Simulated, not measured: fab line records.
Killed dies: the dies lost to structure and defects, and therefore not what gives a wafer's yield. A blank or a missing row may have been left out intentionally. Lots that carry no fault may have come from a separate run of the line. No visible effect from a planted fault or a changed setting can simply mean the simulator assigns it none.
Which of the tools did it? -- flow n5 finfet -- 27 wafers from 9 lots sampled at 7 of the route's 1938 steps

== WHAT THE GAUGES SHOWED, per wafer ==
N5_BEOL_M4_CD_MEAS_11: target cd 16.79 nm.
lot,measured,on,cd nm (nm)
L153,day 7 09:02,cd sem-03,16.96 16.67 16.84
L156,day 8 20:31,cd sem-02,16.89 16.91 16.95
L158,day 9 02:55,cd sem-03,16.64 16.31 16.25
L162,day 9 08:56,cd sem-03,17.10 17.03 16.90
L161,day 9 09:12,cd sem-02,16.77 16.43 16.55
L169,day 11 15:09,cd sem-03,15.15 15.55 15.10
L172,day 12 16:20,cd sem-03,15.03 15.32 15.37
L173,day 13 07:38,cd sem-03,16.94 17.32 17.17
L176,day 13 11:23,cd sem-01,16.60 16.54 16.59

N5_BEOL_M4_CD_MEAS_18: pitch 36 nm, target cd 18 nm.
lot,measured,on,cd nm (nm)
L153,day 7 09:56,cd sem-03,17.8 17.8 18.2
L156,day 8 21:22,cd sem-02,17.9 18.0 17.6
L158,day 9 04:05,cd sem-02,17.1 17.3 17.5
L162,day 9 09:31,cd sem-01,18.0 17.8 18.2
L161,day 9 09:46,cd sem-02,17.8 17.9 17.8
L169,day 11 16:11,cd sem-01,16.3 16.8 16.9
L172,day 12 16:55,cd sem-01,16.5 15.9 16.8
L173,day 13 08:11,cd sem-03,18.5 18.0 19.0
L176,day 13 12:08,cd sem-01,17.6 17.7 17.6

N5_BEOL_M4_RC_MEAS_101.
lot,measured,on,DIBL_N (mV/V),DIBL_P (mV/V),IOFF_N (nA/um),IOFF_P (nA/um),ION_N (uA/um),ION_P (uA/um),SS_N (mV/dec),SS_P (mV/dec),VT_N (mV),VT_P (mV)
L153,day 7 17:38,prober-01,35.5 34.1 34.8,35.6 33.7 34.4,0.172 0.148 0.159,0.26 0.23 0.24,685 678 681,473 478 474,71.3 71.3 71.0,73.5 73.0 72.9,250.0 248.9 248.9,-243 -246 -244
L156,day 9 04:48,prober-02,36.3 38.0 36.7,36.2 39.1 35.7,0.161 0.208 0.169,0.22 0.28 0.21,674 682 674,462 465 454,71.1 72.0 71.8,74.1 73.7 73.2,249.6 246.3 250.4,-247 -248 -247
L158,day 9 14:31,prober-01,37.4 37.1 35.0,35.6 36.0 33.4,0.178 0.178 0.136,0.20 0.21 0.16,674 686 664,456 458 448,71.8 71.6 71.7,73.3 73.6 72.4,247.8 249.2 253.0,-255 -253 -255
L162,day 10 05:20,prober-02,35.6 35.7 36.2,34.3 35.1 34.6,0.140 0.142 0.146,0.19 0.19 0.19,666 663 670,456 457 462,71.3 70.9 71.1,72.4 72.9 72.4,253.3 251.2 250.4,-252 -250 -250
L161,day 10 06:41,prober-02,36.4 34.8 36.5,37.4 35.2 36.9,0.167 0.132 0.172,0.19 0.16 0.20,688 673 679,457 456 463,70.5 71.3 70.6,74.0 73.0 73.3,249.1 249.8 248.2,-254 -256 -251
L173,day 13 21:21,prober-02,36.1 37.1 37.0,34.4 36.0 36.6,0.142 0.142 0.158,0.15 0.17 0.18,664 643 674,450 441 450,70.9 71.9 71.8,72.8 73.1 73.2,249.5 253.3 248.2,-258 -254 -255
L176,day 14 04:16,prober-02,36.1 35.0 38.2,36.2 35.4 39.4,0.149 0.136 0.190,0.18 0.17 0.24,665 678 675,456 459 462,71.0 70.9 71.5,72.9 73.7 74.2,252.6 253.1 249.5,-253 -255 -248

== EACH LOT AND THE TOOL THAT RAN IT (in order: tool; ch and the chambers of the sampled wafers; start) ==
lot,N5_BEOL_M3_SPUTTER_94,N5_BEOL_M3_ANNEAL_95,N5_BEOL_M3_CMP_52,N5_BEOL_M4_EXPOSE_08
L153,"pvd sputter-02, day 7 06:18","pvd sputter-02, day 7 06:23","cmp-01 ch 0,1,2, day 7 07:04","euv scanner-01 ch 0, day 7 08:54"
L156,"pvd sputter-01, day 8 17:59","pvd sputter-01, day 8 18:04","cmp-02 ch 0,2,3, day 8 18:44","euv scanner-02 ch 0, day 8 20:23"
L158,"pvd sputter-03, day 9 00:50","pvd sputter-03, day 9 00:55","cmp-02 ch 0,1,3, day 9 01:32","euv scanner-02 ch 0, day 9 02:47"
L162,"pvd sputter-01, day 9 06:33","pvd sputter-01, day 9 06:38","cmp-02 ch 0,2,3, day 9 07:20","euv scanner-02 ch 0, day 9 08:49"
L161,"pvd sputter-03, day 9 06:42","pvd sputter-03, day 9 06:47","cmp-02 ch 0,2, day 9 07:46","euv scanner-01 ch 0, day 9 09:05"
L169,"pvd sputter-03, day 11 13:13","pvd sputter-03, day 11 13:18","cmp-01 ch 1,2,3, day 11 14:01","euv scanner-02 ch 0, day 11 15:01"
L172,"pvd sputter-03, day 12 13:58","pvd sputter-03, day 12 14:03","cmp-02 ch 0,1,2, day 12 14:43","euv scanner-02 ch 0, day 12 16:12"
L173,"pvd sputter-03, day 13 05:11","pvd sputter-03, day 13 05:16","cmp-02 ch 0,2,3, day 13 05:54","euv scanner-01 ch 0, day 13 07:29"
L176,"pvd sputter-03, day 13 08:45","pvd sputter-03, day 13 08:50","cmp-01 ch 2,3, day 13 09:35","euv scanner-01 ch 0, day 13 11:15"
- N5_BEOL_M3_SPUTTER_94: material Cu, target thk 4.5 nm, time 8.29 s.
- N5_BEOL_M3_ANNEAL_95: time 240 s.
- N5_BEOL_M3_CMP_52: polishes, stops on SiOC, t overpolish 6.8 s, target thk 40 nm.
- N5_BEOL_M4_EXPOSE_08: exposes mask M4.

== WHAT THE TOOLS THEMSELVES READ (means of the sampled wafers that have a number; where no wafer has one, the mark that the record gives instead) ==
N5_BEOL_M3_SPUTTER_94.
lot,tool,substrate temp c (C),throttle valve pct (%)
L153,pvd sputter-02,-20.02,29.8
L156,pvd sputter-01,-19.99,29.6
L158,pvd sputter-03,-20.07,29.3
L162,pvd sputter-01,-20.07,30.1
L161,pvd sputter-03,-20.06,31.2
L169,pvd sputter-03,-20.00,29.2
L172,pvd sputter-03,-20.01,29.3
L173,pvd sputter-03,-20.03,28.1
L176,pvd sputter-03,-20.03,30.0

N5_BEOL_M3_ANNEAL_95.
lot,tool,heater power w (W)
L153,pvd sputter-02,933
L156,pvd sputter-01,796
L158,pvd sputter-03,821
L162,pvd sputter-01,791
L161,pvd sputter-03,808
L169,pvd sputter-03,754
L172,pvd sputter-03,772
L173,pvd sputter-03,782
L176,pvd sputter-03,799

N5_BEOL_M3_CMP_52.
lot,tool,barrier field endpoint s (s),edge zone pressure frac,motor current A (A),overpolish run s (s),pad life wafers,time to endpoint s (s)
L153,cmp-01,25.5,1.001,5.7,6.792,1664,70
L156,cmp-02,24.5,1.005,6.9,6.813,1466,62
L158,cmp-02,24.8,1.002,6.2,6.802,1525,64
L162,cmp-02,24.6,0.999,6.8,6.791,1592,61
L161,cmp-02,24.0,0.998,7.2,6.792,1604,59
L169,cmp-01,24.0,1.002,5.5,6.794,482,63
L172,cmp-02,24.7,1.000,6.6,6.797,218,65
L173,cmp-02,25.2,0.998,6.8,6.806,343,64
L176,cmp-01,24.6,0.997,5.6,6.807,816,63

N5_BEOL_M4_EXPOSE_08.
lot,tool,exposure dose mJ cm2,stage msd nm (nm)
L153,euv scanner-01,41.17,0.82
L156,euv scanner-02,41.20,0.88
L158,euv scanner-02,41.20,0.88
L162,euv scanner-02,41.24,0.88
L161,euv scanner-01,41.14,0.82
L169,euv scanner-02,38.23,0.88
L172,euv scanner-02,38.82,0.88
L173,euv scanner-01,41.17,0.82
L176,euv scanner-01,41.18,0.82

== THE ANSWER, worked out from the rows above alone ==
Rule: what is usual is taken from the lots themselves. Put in order of their means at a reading, lots are off if they are a third of the lots or fewer, leave a main group of 4 or more, and stand apart from it by a gap of 3 or more times the standard deviation of the main group's means; of several such gaps the widest counts. A main group is skipped when, at the precision printed for the reading in the tables above, its means are all equal. A lot without any number at a reading at which 4 lots or more have one is off too. Where the step has rows for the other lots, those lots are counted as sound. The gauges are gone through in route order, then the tools' own readings, and for those a lot's mean is taken as printed above. At the first step where some lot is off, the reading lying furthest off is the one used; lots without a number count as furthest.
Off: L169, L172 (N5_BEOL_M4_CD_MEAS_11, cd nm). The main group has a mean of 16.78 nm with a standard deviation of 0.25.
If a tool, at a process step before that reading, ran all the lots that are off and no sound lot after the first of them, it fits. The gauges at N5_BEOL_M4_CD_MEAS_11 aren't tried: what is off there is off at N5_BEOL_M4_EXPOSE_08 too, on other tools, and a gauge's error can't cause that. One fits: euv scanner-02 at N5_BEOL_M4_EXPOSE_08. Its last sound lot is L162 (day 9 08:49), its first lot that is off L169 (day 11 15:01): a fault that began between those two fits.
On the lots that are off, the tool's own readings at N5_BEOL_M4_EXPOSE_08 differ by more than 5 times the standard deviation of the sound lots' means, which bears it out; exposure dose mJ cm2 reads 38.52 there versus 41.19 on the sound lots.

== WHAT WAS PUT IN BY THE SIMULATOR ==
Drift in process parameters on euv scanner-02 at N5_BEOL_M4_EXPOSE_08, starting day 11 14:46. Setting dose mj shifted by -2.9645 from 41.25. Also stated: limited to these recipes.
Struck lots among those shown: L169, L172. The rule above found the same.
